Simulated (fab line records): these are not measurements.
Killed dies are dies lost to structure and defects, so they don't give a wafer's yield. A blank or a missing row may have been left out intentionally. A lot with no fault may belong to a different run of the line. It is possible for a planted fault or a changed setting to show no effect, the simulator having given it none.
Matching of chambers ; flow nand-harc ; NHARC_A_M0_CMP_23 on cmp-02: 4 sister chambers
The step polishes, t overpolish 20 s, target thk 113.75 nm. 7 wafers are shown with their chamber, then 7 later ones without.

## WAFERS PAIRED WITH THEIR CHAMBERS
wafer;chamber;motor-current-A (A);time-to-endpoint-s (s)
L229.4;3;11.0;29
L229.5;2;12.2;27
L237.4;0;11.1;27
L237.5;1;11.5;31
L237.6;2;12.8;26
L240.1;1;10.9;26
L240.4;0;11.5;25

## WAFERS MISSING THEIR CHAMBER
wafer;motor-current-A (A);time-to-endpoint-s (s)
L240.5;11.5;26
L243.1;11.5;31
L243.5;11.6;24
L243.6;13.4;25
L250.3;11.5;26
L250.5;13.0;30
L250.6;11.1;29

## WHICH CHAMBER EACH ONE RAN IN
wafer;from the rows above;in truth
L240.5;can't be placed: 0 or 1 or 3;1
L243.1;can't be placed: 1 or 3 or 0 or 2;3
L243.5;can't be placed: 0 or 1 or 2 or 3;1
L243.6;2;2
L250.3;can't be placed: 0 or 1 or 3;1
L250.5;2;2
L250.6;can't be placed: 3 or 1 or 0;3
Correct placement for 2 of the 7. Can't be placed from these rows: 5 (the true chamber is among the candidates in 5). Number placed wrongly: 0.
How it was worked out, from the rows above alone: a wafer's distance from a chamber is the root of the sum, over the readings, of the square of ((its reading less the chamber's mean) divided by the reading's scatter). If the next closest chamber is less than 2 further off than the closest, the wafer can't be placed; otherwise it belongs to the closest. A chamber's mean is the mean of its shown wafers. How the scatter is found: for the shown wafers, subtract from each reading the mean of its chamber, square and add these, divide the total by (wafers less chambers), then take the root.
